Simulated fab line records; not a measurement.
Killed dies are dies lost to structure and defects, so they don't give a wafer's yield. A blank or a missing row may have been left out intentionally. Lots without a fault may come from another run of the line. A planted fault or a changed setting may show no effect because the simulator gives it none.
A lot that was struck, set against a sound lot | flow n5Finfet | 15 out of 1938 route steps
Sound: wafers L351.2, L351.3, L351.4. Wafers L360.1, L360.2, L360.3 were the ones struck. The cause comes at the end.
For every step that has rows: the tool of each side, followed by ch and its chambers, followed by its first start. Under that, the readings that differ: sound wafers | struck wafers | difference of the means | sigmas: that difference in standard deviations of wafers without a fault.
alike: readings whose means differ by less than 2 such deviations, and words and numbers that are the same on both sides. not compared: withheld readings, readings that some wafer has no value for, bounds like >300 that may hide the same value, and numbers for which the record gives no deviation and whose values overlap.
Wherever a step has rows on one side only, a row that says differs or no value, or a row with sigmas, the two part there. Non-overlapping numbers with no deviation appear without sigmas and do not part them. A reading missing from all wafers of one side parts the sides only when that side holds two or more wafers.

N5_BEOL_M1_OVL_MEAS_12:
  sound on overlay-01 ch 0, day 7 17:49; struck on overlay-01 ch 0, day 9 23:19
  alike: M1_OVL
N5_BEOL_M1_INSPECT_13: inspects for defects (brightfield).
  struck on defectInspect-02, day 9 23:22; sound on defectInspect-01, day 7 17:52
reading        | sound       | struck      | difference | sigmas
rawDefectCount | 754 573 707 | 549 425 361 | -233       | -2
then, 1 step without rows for these wafers: N5_BEOL_M1_DESCUM_16 (chemistry O2, time 7 s).
N5_BEOL_M1_ETCH_74: etches underlayer in N2/H2, target depth 6.5 nm, time 5.2 s.
  sound on rieDiel-05 ch 0,2,3, day 7 17:56; struck on rieDiel-05 ch 0,2,3, day 9 23:26
  alike: drypumpMotorCurrentA, etchRfOnTimeS, oesProductAu, rfVppV, showerheadPlenumPTorr, throttleValvePct
  not compared: rfHoursCounterH
N5_BEOL_M1_ETCH_63: etches SiARC in CF4, target depth 15.6 nm, time 26 s.
  sound on rieDiel-05 ch 0,2,3, day 7 17:58; struck on rieDiel-05 ch 0,2,3, day 9 23:28
  alike: drypumpMotorCurrentA, etchRfOnTimeS, oesProductAu, rfVppV, showerheadPlenumPTorr, throttleValvePct
  not compared: rfHoursCounterH
N5_BEOL_M1_ETCH_64: etches SOC in N2/H2, target depth 75 nm, overetch 15 nm, time 112.5 s.
  sound on rieDiel-05 ch 0,2,3, day 7 17:59; struck on rieDiel-05 ch 0,2,3, day 9 23:29
  alike: drypumpMotorCurrentA, oesProductAu, rfVppV, showerheadPlenumPTorr, tempC, throttleValvePct
  not compared: rfHoursCounterH
then, 3 steps without rows for these wafers: N5_BEOL_M1_STRIP_65 (strips in N2/H2); N5_BEOL_M1_STRIP_75 (strips in N2/H2); N5_BEOL_M1_STRIP_66 (strips in CF4).
N5_BEOL_M1_HM_OPEN_17: chemistry Cl2/BCl3, target TiN, target depth 20 nm, overetch 6 nm.
  sound on rieMetal-02 ch 0,1, day 7 18:09; struck on rieMetal-02 ch 0,1, day 9 23:40
  alike: drypumpMotorCurrentA, oesProductAu, throttleValvePct
  not compared: rfHoursCounterH
N5_BEOL_M1_STRIP_19: strips in O2.
  sound on rieDiel-05 ch 0,1,3, day 7 18:16; struck on rieDiel-04 ch 1,2,3, day 9 23:52
  alike: drypumpMotorCurrentA, o2FlowSccm, oesProductAu, rfVppV, showerheadPlenumPTorr, tempC, throttleValvePct
  not compared: rfHoursCounterH
N5_BEOL_M1_CD_MEAS_18: pitch 36 nm, target cd 18 nm.
  struck on cdSem-01, day 9 23:56; sound on cdSem-02, day 7 18:20
  alike: cdNm
N5_BEOL_M1_COAT_67: time 60 s, resist thk 60 nm.
  sound on lithoTrack-05 ch 0, day 7 18:22; struck on lithoTrack-05 ch 0, day 9 23:59
reading               | sound                | struck               | difference | sigmas
heaterPowerTotalW (W) | 499.0 502.8 499.0    | 508.1 512.8 508.2    | +9.4       | +5
plateTempC (C)        | 250.24 250.20 249.99 | 253.99 254.20 254.01 | +3.92      | +23
then, 1 step without rows for these wafers: N5_BEOL_M1_COAT_68 (time 60 s, resist thk 12 nm).
N5_BEOL_M4_RC_MEAS_101:
  sound on prober-02 ch 0, day 9 07:51; struck on prober-01 ch 0, day 11 15:01
  alike: DIBL_N, DIBL_P, IOFF_N, IOFF_P, ION_N, ION_P, SS_N, SS_P, VT_N, VT_P

## WHERE THEY PART
Last at N5_BEOL_M1_COAT_67 as far as this record goes, first at N5_BEOL_M1_INSPECT_13. Later steps at which nothing parts them and some readings are alike: N5_BEOL_M4_RC_MEAS_101.

WHY: the cause the simulator had injected
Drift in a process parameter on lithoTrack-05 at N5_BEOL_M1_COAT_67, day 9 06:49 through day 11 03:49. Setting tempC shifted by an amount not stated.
